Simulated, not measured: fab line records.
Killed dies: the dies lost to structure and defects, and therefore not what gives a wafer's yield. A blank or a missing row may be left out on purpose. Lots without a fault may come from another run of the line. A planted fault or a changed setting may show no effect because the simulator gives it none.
Lot-split experiment / flow n5Finfet / 21 wafers read from 7 lots, route of 1938 steps

## SPLIT DETAILS
At N5_BEOL_M10_PECVD_70 (deposits SiO2 from TEOS/O2, target thk 20 nm, time 22.7 s), the setting timeS was moved away from the recipe's 22.7 s on 7 of the 21 wafers read, by -14.3% to +14.9%. All remaining wafers had this setting at the recipe value.

Reading taken at the split's own step.

## THE READING
SiO2_of_BEOL_M10_PECVD_70.thkNm (the simulator's own value, which no gauge read), in nm, at N5_BEOL_M10_PECVD_70 (deposits SiO2 from TEOS/O2, target thk 20 nm, time 22.7 s). There is no usual value for it anywhere in the file. Across the 14 wafers here that went through the recipe, the average is 20.0 nm and the standard deviation 0.24 nm.

wafer=L076.1; tool, chamber at the split=pecvd-02, 1; timeS as run, s=26.09; against the recipe=+14.9%; SiO2_of_BEOL_M10_PECVD_70.thkNm, nm=23; against lot-mates on the recipe=+2.6
wafer=L076.2; tool, chamber at the split=pecvd-02, 0; timeS as run, s=22.7; against the recipe=recipe; SiO2_of_BEOL_M10_PECVD_70.thkNm, nm=20.4; against lot-mates on the recipe=-
wafer=L076.5; tool, chamber at the split=pecvd-02, 1; timeS as run, s=26.09; against the recipe=+14.9%; SiO2_of_BEOL_M10_PECVD_70.thkNm, nm=23.6; against lot-mates on the recipe=+3.2
wafer=L077.4; tool, chamber at the split=pecvd-04, 1; timeS as run, s=21.6; against the recipe=-4.8%; SiO2_of_BEOL_M10_PECVD_70.thkNm, nm=19; against lot-mates on the recipe=-1.0
wafer=L077.5; tool, chamber at the split=pecvd-04, 2; timeS as run, s=22.7; against the recipe=recipe; SiO2_of_BEOL_M10_PECVD_70.thkNm, nm=20; against lot-mates on the recipe=-
wafer=L077.6; tool, chamber at the split=pecvd-04, 0; timeS as run, s=21.6; against the recipe=-4.8%; SiO2_of_BEOL_M10_PECVD_70.thkNm, nm=19.2; against lot-mates on the recipe=-0.8
wafer=L082.1; tool, chamber at the split=pecvd-03, 1; timeS as run, s=19.45; against the recipe=-14.3%; SiO2_of_BEOL_M10_PECVD_70.thkNm, nm=16.6; against lot-mates on the recipe=-3.1
wafer=L082.2; tool, chamber at the split=pecvd-03, 2; timeS as run, s=22.7; against the recipe=recipe; SiO2_of_BEOL_M10_PECVD_70.thkNm, nm=19.6; against lot-mates on the recipe=-
wafer=L082.5; tool, chamber at the split=pecvd-03, 2; timeS as run, s=22.7; against the recipe=recipe; SiO2_of_BEOL_M10_PECVD_70.thkNm, nm=19.8; against lot-mates on the recipe=-
wafer=L084.2; tool, chamber at the split=pecvd-03, 2; timeS as run, s=22.7; against the recipe=recipe; SiO2_of_BEOL_M10_PECVD_70.thkNm, nm=19.6; against lot-mates on the recipe=-
wafer=L084.5; tool, chamber at the split=pecvd-03, 0; timeS as run, s=22.7; against the recipe=recipe; SiO2_of_BEOL_M10_PECVD_70.thkNm, nm=20.2; against lot-mates on the recipe=-
wafer=L084.6; tool, chamber at the split=pecvd-03, 2; timeS as run, s=22.7; against the recipe=recipe; SiO2_of_BEOL_M10_PECVD_70.thkNm, nm=20; against lot-mates on the recipe=-
wafer=L089.1; tool, chamber at the split=pecvd-02, 2; timeS as run, s=22.7; against the recipe=recipe; SiO2_of_BEOL_M10_PECVD_70.thkNm, nm=19.8; against lot-mates on the recipe=-
wafer=L089.6; tool, chamber at the split=pecvd-02, 2; timeS as run, s=22.7; against the recipe=recipe; SiO2_of_BEOL_M10_PECVD_70.thkNm, nm=19.8; against lot-mates on the recipe=-
wafer=L089.4; tool, chamber at the split=pecvd-02, 1; timeS as run, s=22.7; against the recipe=recipe; SiO2_of_BEOL_M10_PECVD_70.thkNm, nm=20.4; against lot-mates on the recipe=-
wafer=L093.2; tool, chamber at the split=pecvd-04, 1,2; timeS as run, s=19.97; against the recipe=-12.0%; SiO2_of_BEOL_M10_PECVD_70.thkNm, nm=17.8; against lot-mates on the recipe=-2.2
wafer=L093.4; tool, chamber at the split=pecvd-04, 1,2; timeS as run, s=19.97; against the recipe=-12.0%; SiO2_of_BEOL_M10_PECVD_70.thkNm, nm=17.8; against lot-mates on the recipe=-2.2
wafer=L093.5; tool, chamber at the split=pecvd-04, 1; timeS as run, s=22.7; against the recipe=recipe; SiO2_of_BEOL_M10_PECVD_70.thkNm, nm=20; against lot-mates on the recipe=-
wafer=L094.1; tool, chamber at the split=pecvd-04, 0,2; timeS as run, s=22.7; against the recipe=recipe; SiO2_of_BEOL_M10_PECVD_70.thkNm, nm=20; against lot-mates on the recipe=-
wafer=L094.2; tool, chamber at the split=pecvd-04, 0,2; timeS as run, s=22.7; against the recipe=recipe; SiO2_of_BEOL_M10_PECVD_70.thkNm, nm=20; against lot-mates on the recipe=-
wafer=L094.4; tool, chamber at the split=pecvd-04, 1; timeS as run, s=22.7; against the recipe=recipe; SiO2_of_BEOL_M10_PECVD_70.thkNm, nm=20.2; against lot-mates on the recipe=-
The file does not say which wafer passed through which chamber wherever a row lists several chambers: such a row stands for several wafers.

THE FIT
A straight line over all 21 wafers: SiO2_of_BEOL_M10_PECVD_70.thkNm changes by +0.212 nm for each +1% of timeS; r = +0.98; the points scatter about the line by 0.28 nm.
The same after taking each lot's own level away (the mean of its wafers on the recipe; 21 wafers): +0.195 nm for each +1%; r = +0.99; scatter 0.21 nm.
On that fit, the largest move of timeS shifts the reading by 2.9 nm.
Across the lots, their own levels run from 19.70 to 20.40 nm, a range of 2.9 times the standard deviation given above.
The two slopes agree, so the slope changes little with the lot-to-lot level.
Check: for one of the wafers moved furthest among these (+14.9%), held out of the fit, the line's prediction against its lot-mates is +3.06 nm. Against them it came out at +2.6 nm.

## OTHER SPLITS ON THESE WAFERS
Note: prior to the reading, these wafers also went through further splits. Each is held against what the fit with the lots' levels taken away leaves over:
other split on the same wafers=N5_BEOL_M9_EXPOSE_08 doseMj; wafers away from the commonest value=8; r with SiO2_of_BEOL_M10_PECVD_70.thkNm (lot level and that fit taken away)=-0.15
other split on the same wafers=N5_BEOL_M9_STRIP_19 powerW; wafers away from the commonest value=9; r with SiO2_of_BEOL_M10_PECVD_70.thkNm (lot level and that fit taken away)=-0.22

## FILE'S OWN FIT
SiO2_of_BEOL_M10_PECVD_70.thkNm changes by +0.199 nm for each +1% of timeS, r = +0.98.
